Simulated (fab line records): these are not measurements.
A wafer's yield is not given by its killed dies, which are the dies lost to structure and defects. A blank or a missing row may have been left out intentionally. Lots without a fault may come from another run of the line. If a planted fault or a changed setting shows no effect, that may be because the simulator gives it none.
Matching of chambers -- flow nandHarc -- NHARC_A_STAIRCASE_ETCH_169 on rieDiel-11 has 4 sister chambers
The step etches the open film in CH3F/O2, target depth 50 nm, time 107.1 s. 4 wafers are shown with their chamber, then 12 later ones without.

== WAFERS, EACH WITH ITS CHAMBER ==
wafer,chamber,showerheadPlenumPTorr (Torr)
L084.6,0,2.47
L086.3,3,2.63
L086.5,2,2.29
L086.6,1,2.42

== WAFERS WITHOUT THEIR CHAMBER ==
wafer,showerheadPlenumPTorr (Torr)
L087.3,2.29
L087.4,2.46
L087.5,2.42
L090.3,2.46
L090.5,2.42
L090.6,2.46
L094.4,2.45
L094.5,2.28
L094.6,2.41
L095.1,2.62
L095.2,2.28
L095.4,2.45

== THE CHAMBER EACH PASSED THROUGH ==
wafer,from the rows above,in truth
L087.3,2,2
L087.4,0,0
L087.5,1,1
L090.3,0,0
L090.5,1,1
L090.6,0,0
L094.4,can't be placed: 0 or 1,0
L094.5,2,2
L094.6,1,1
L095.1,3,3
L095.2,2,2
L095.4,can't be placed: 0 or 1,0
Placed correctly: 10 of 12. Not placeable from these rows: 2 (in 2, the candidates include the true chamber). 0 placed wrongly.
How it was worked out, from the rows above alone: a wafer's distance from a chamber is the root of the sum, over the readings, of the square of ((its reading less the chamber's mean) divided by the reading's scatter). If the next closest chamber is less than 2 further off than the closest, the wafer can't be placed; otherwise it belongs to the closest. The mean given for a chamber averages the wafers shown for that chamber. The scatter: root of mean squared gap, hidden wafer to nearest shown wafer, with one shown wafer a chamber.
